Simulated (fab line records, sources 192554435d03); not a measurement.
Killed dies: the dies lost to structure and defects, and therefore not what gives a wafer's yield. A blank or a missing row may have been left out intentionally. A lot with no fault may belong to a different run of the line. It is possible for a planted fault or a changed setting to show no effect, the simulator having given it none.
Split-lot trial | flow n5_finfet | on a route of 1938 steps: 7 lots, 39 wafers read

## ON THE SPLIT
At N5_BEOL_M8_DESCUM_16 (chemistry O2, time 7.9 s), the setting time_s was moved away from the recipe's 7.9 s on 15 of the 39 wafers read, by -35.8% to +58.2%. The other wafers ran this setting at the recipe's value.

No step appears in the file between the split and the reading.

## THE READING
CAR-ArF_of_BEOL_M8_COAT_05.thk_nm (the simulator's own value, which no gauge read), in nm, at N5_BEOL_M8_ETCH_61 (etches SiARC in CF4, target depth 45.5 nm, time 75.8 s). The file gives no usual value for it. The 24 wafers here that ran the recipe average 50.8 nm, standard deviation 0.31 nm.

wafer  | tool, chamber at the split | time_s as run, s | against the recipe | CAR-ArF_of_BEOL_M8_COAT_05.thk_nm, nm | against lot-mates on the recipe
L080.1 | rie_diel-04, 0             | 7.9              | recipe             | 50.8                                  | -
L080.2 | rie_diel-04, 3             | 7.9              | recipe             | 50.4                                  | -
L080.3 | rie_diel-04, 2             | 11.63            | +47.2%             | 48.6                                  | -2.0
L080.4 | rie_diel-04, 3             | 11.63            | +47.2%             | 48.4                                  | -2.2
L080.5 | rie_diel-04, 2             | 11.63            | +47.2%             | 49                                    | -1.6
L080.6 | rie_diel-04, 0             | 7.9              | recipe             | 50.6                                  | -
L082.1 | rie_diel-04, 0,2           | 9.514            | +20.4%             | 50.2                                  | -0.8
L082.5 | rie_diel-04, 0,2           | 9.514            | +20.4%             | 50.2                                  | -0.8
L082.2 | rie_diel-04, 2,1,1         | 7.9              | recipe             | 51                                    | -
L082.3 | rie_diel-04, 2,1,1         | 7.9              | recipe             | 51                                    | -
L082.4 | rie_diel-04, 2,1,1         | 7.9              | recipe             | 51                                    | -
L082.6 | rie_diel-04, 0             | 9.514            | +20.4%             | 50                                    | -1.0
L083.1 | rie_diel-04, 1             | 7.9              | recipe             | 50.8                                  | -
L083.2 | rie_diel-04, 2             | 7.9              | recipe             | 50.8                                  | -
L083.5 | rie_diel-04, 1             | 7.9              | recipe             | 50.4                                  | -
L085.1 | rie_diel-04, 3             | 7.9              | recipe             | 50.8                                  | -
L085.2 | rie_diel-04, 2             | 7.9              | recipe             | 51.4                                  | -
L085.3 | rie_diel-04, 0,1           | 5.068            | -35.8%             | 52.8                                  | +1.7
L085.4 | rie_diel-04, 0,1           | 5.068            | -35.8%             | 52.8                                  | +1.7
L085.5 | rie_diel-04, 2             | 5.068            | -35.8%             | 52.8                                  | +1.7
L085.6 | rie_diel-04, 3             | 7.9              | recipe             | 51.2                                  | -
L088.1 | rie_diel-06, 3,1,3         | 7.9              | recipe             | 50.6                                  | -
L088.5 | rie_diel-06, 3,1,3         | 7.9              | recipe             | 50.6                                  | -
L088.2 | rie_diel-06, 3,1,3         | 7.9              | recipe             | 50.4                                  | -
L088.3 | rie_diel-06, 2,1           | 7.9              | recipe             | 50.8                                  | -
L088.4 | rie_diel-06, 2             | 7.9              | recipe             | 50.8                                  | -
L088.6 | rie_diel-06, 2,1           | 7.9              | recipe             | 50.8                                  | -
L091.1 | rie_diel-04, 0,3,3         | 7.9              | recipe             | 50.8                                  | -
L091.2 | rie_diel-04, 0,3,3         | 7.9              | recipe             | 50.8                                  | -
L091.3 | rie_diel-04, 2,1,0         | 6.609            | -16.3%             | 51.6                                  | +0.9
L091.4 | rie_diel-04, 2,1,0         | 6.609            | -16.3%             | 51.6                                  | +0.9
L091.6 | rie_diel-04, 2,1,0         | 6.609            | -16.3%             | 51.6                                  | +0.9
L091.5 | rie_diel-04, 0,3,3         | 7.9              | recipe             | 50.4                                  | -
L092.1 | rie_diel-05, 2             | 12.5             | +58.2%             | 48.4                                  | -2.9
L092.5 | rie_diel-05, 3             | 12.5             | +58.2%             | 48.4                                  | -2.9
L092.2 | rie_diel-05, 3             | 12.5             | +58.2%             | 48.6                                  | -2.7
L092.3 | rie_diel-05, 1             | 7.9              | recipe             | 51.2                                  | -
L092.4 | rie_diel-05, 0             | 7.9              | recipe             | 51.4                                  | -
L092.6 | rie_diel-05, 0             | 7.9              | recipe             | 51.4                                  | -
The file does not say which wafer passed through which chamber wherever a row lists several chambers: such a row stands for several wafers.

THE FIT
A straight line over all 39 wafers: CAR-ArF_of_BEOL_M8_COAT_05.thk_nm changes by -0.0451 nm for each +1% of time_s; r = -0.97; the points scatter about the line by 0.29 nm.
The same after taking each lot's own level away (the mean of its wafers on the recipe; 39 wafers): -0.0465 nm for each +1%; r = -0.99; scatter 0.18 nm.
Per that fit: largest time_s move, reading shift of 2.7 nm.
Across the lots, their own levels run from 50.60 to 51.33 nm, a range of 2.4 times the standard deviation given above.
The two slopes agree, so the slope changes little with the lot-to-lot level.
Check: with one of the wafers moved furthest among these (+58.2%) left out of the fit, the line predicts -2.63 nm for it against its lot-mates. Against them it came out at -2.93 nm.

## OTHER SPLITS APPLIED TO THESE WAFERS
Before the reading, these wafers also passed through other splits. Each is held against what the fit with the lots' levels taken away leaves over:
other split on the same wafers                 | wafers away from the commonest value | r with CAR-ArF_of_BEOL_M8_COAT_05.thk_nm (lot level and that fit taken away)
N5_PMOS_HMC_CHANNEL_EPI_HM_DEP_34 target_thk_a | 15                                   | -0.02
N5_FIN_SAQP_ETCH_65 time_s                     | 15                                   | +0.03
N5_SD_EPI_P_EPI_21 time_s                      | 15                                   | -0.29
N5_MOL_CONTACT_COAG_ALD_27 time_s              | 12                                   | +0.05
N5_BEOL_M0_CUTY_DESCUM_61 time_s               | 18                                   | +0.08
N5_BEOL_M2_ALD_98 ald_cycles                   | 18                                   | -0.24
N5_BEOL_M5_DEP_56 time_s                       | 15                                   | -0.23

## THE WHOLE CHAIN: every reading that the file lists as answering this split, in the file's order
step                 | what it does                                           | reading                                                                            | change (the file's fit)                | r (the file's)
N5_BEOL_M8_DESCUM_16 | chemistry O2, time 7.9 s                               | CAR-ArF_of_BEOL_M8_COAT_05.thk_nm (the simulator's own value, which no gauge read) | -0.0481 nm for each +1% of the setting | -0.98
N5_BEOL_M8_ETCH_61   | etches SiARC in CF4, target depth 45.5 nm, time 75.8 s | CAR-ArF_of_BEOL_M8_COAT_05.thk_nm (the simulator's own value, which no gauge read) | -0.0462 nm for each +1% of the setting | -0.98

## FILE'S OWN FIT
CAR-ArF_of_BEOL_M8_COAT_05.thk_nm changes by -0.0462 nm for each +1% of time_s, r = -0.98.
